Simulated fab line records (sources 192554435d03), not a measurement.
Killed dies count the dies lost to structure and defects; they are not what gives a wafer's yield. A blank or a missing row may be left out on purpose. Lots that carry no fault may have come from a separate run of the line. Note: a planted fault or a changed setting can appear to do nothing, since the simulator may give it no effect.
Which tool was responsible? + flow n5_finfet + 8 lots, 24 wafers sampled, at 4 steps of a route of 1938

== WHAT THE GAUGES SHOWED, per wafer ==
N5_BEOL_M4_RC_MEAS_101.
| lot  | measured     | on        | VT_N_LONG (mV)    |
|------|--------------|-----------|-------------------|
| L202 | day 8 10:20  | prober-02 | 275.2 275.1 277.7 |
| L203 | day 9 01:08  | prober-01 | 275.8 277.7 274.8 |
| L213 | day 11 17:46 | prober-01 | 275.5 357.3 274.9 |
| L218 | day 12 13:53 | prober-01 | 276.4 279.6 277.6 |
| L220 | day 12 18:37 | prober-01 | 276.5 276.1 274.4 |
| L223 | day 13 21:23 | prober-01 | 276.8 275.8 274.6 |
| L224 | day 14 04:17 | prober-01 | 275.4 274.4 275.3 |
| L225 | day 14 08:29 | prober-01 | 274.0 274.4 273.9 |

== TOOL THAT RAN EACH LOT (tool first, then ch and the chambers of the sampled wafers, then the start) ==
| lot  | N5_HKMG_FIN_ETCH_32               | N5_HKMG_FIN_NWFM_ALD_20             | N5_HKMG_FIN_ALD_21                  |
|------|-----------------------------------|-------------------------------------|-------------------------------------|
| L202 | rie_diel-04 ch 0,2,3, day 4 00:52 | ald_metal-03 ch 0,1,3, day 4 02:58  | ald_metal-04 ch 0,1,2, day 4 04:11  |
| L203 | rie_diel-01 ch 0,1,3, day 4 06:45 | ald_metal-04 ch 0,1,2, day 4 08:39  | ald_metal-02 ch 1,2, day 4 09:58    |
| L213 | rie_diel-04 ch 1,3, day 7 00:53   | ald_metal-03 ch 0,1,3, day 7 02:44  | ald_metal-04 ch 1,2, day 7 03:55    |
| L218 | rie_diel-01 ch 1,2,3, day 8 07:19 | ald_metal-02 ch 0,2,3, day 8 09:19  | ald_metal-04 ch 0,1,2, day 8 10:34  |
| L220 | rie_diel-03 ch 0,1,2, day 8 15:17 | ald_metal-04 ch 1,2,3, day 8 17:08  | ald_metal-04 ch 0,1,3, day 8 18:22  |
| L223 | rie_diel-04 ch 1,2,3, day 9 09:28 | ald_metal-02 ch 1,2,3, day 9 11:20  | ald_metal-03 ch 0,1, day 9 12:31    |
| L224 | rie_diel-03 ch 2,3, day 9 15:10   | ald_metal-02 ch 1,3, day 9 17:01    | ald_metal-04 ch 0,3, day 9 18:13    |
| L225 | rie_diel-01 ch 1,2,3, day 9 22:23 | ald_metal-04 ch 0,1,2, day 10 00:15 | ald_metal-02 ch 0,1,3, day 10 01:26 |
- N5_HKMG_FIN_ETCH_32: etches SOC in N2/H2, target depth 240 nm, time 300 s.
- N5_HKMG_FIN_NWFM_ALD_20: deposits TiAlC, target thk 2 nm, pulse time 3 s, purge time 2 s.
- N5_HKMG_FIN_ALD_21: deposits TiN, target thk 1.5 nm, pulse time 1 s, purge time 3 s.

== THE ANSWER, worked out from the rows above alone ==
Rule: what is usual is taken from the lots themselves. Put in order of their means at a reading, lots are off if they are a third of the lots or fewer, leave a main group of 4 or more, and stand apart from it by a gap of 3 or more times the standard deviation of the main group's means; of several such gaps the widest counts. The tables above print the reading to a certain number of digits; a main group whose means all agree to those digits is not used. A lot without any number at a reading at which 4 lots or more have one is off too. The other lots that the step has rows for count as sound.
Off: L213, seen at N5_BEOL_M4_RC_MEAS_101 (VT_N_LONG). The main group: mean 275.8 mV, standard deviation 1.1.
If a tool, at a process step before that reading, ran all the lots that are off and no sound lot after the first of them, it fits. Gauges at N5_BEOL_M4_RC_MEAS_101: tried the same way as those tools. One fits: N5_HKMG_FIN_NWFM_ALD_20 on ald_metal-03. A fault onset in the window from L202 (day 4 02:58, its last sound lot) to L213 (day 7 02:44, its first lot off) fits.

== WHAT THE SIMULATOR HAD PUT IN ==
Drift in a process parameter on ald_metal-03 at N5_HKMG_FIN_NWFM_ALD_20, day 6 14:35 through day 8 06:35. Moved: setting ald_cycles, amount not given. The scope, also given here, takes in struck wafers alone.
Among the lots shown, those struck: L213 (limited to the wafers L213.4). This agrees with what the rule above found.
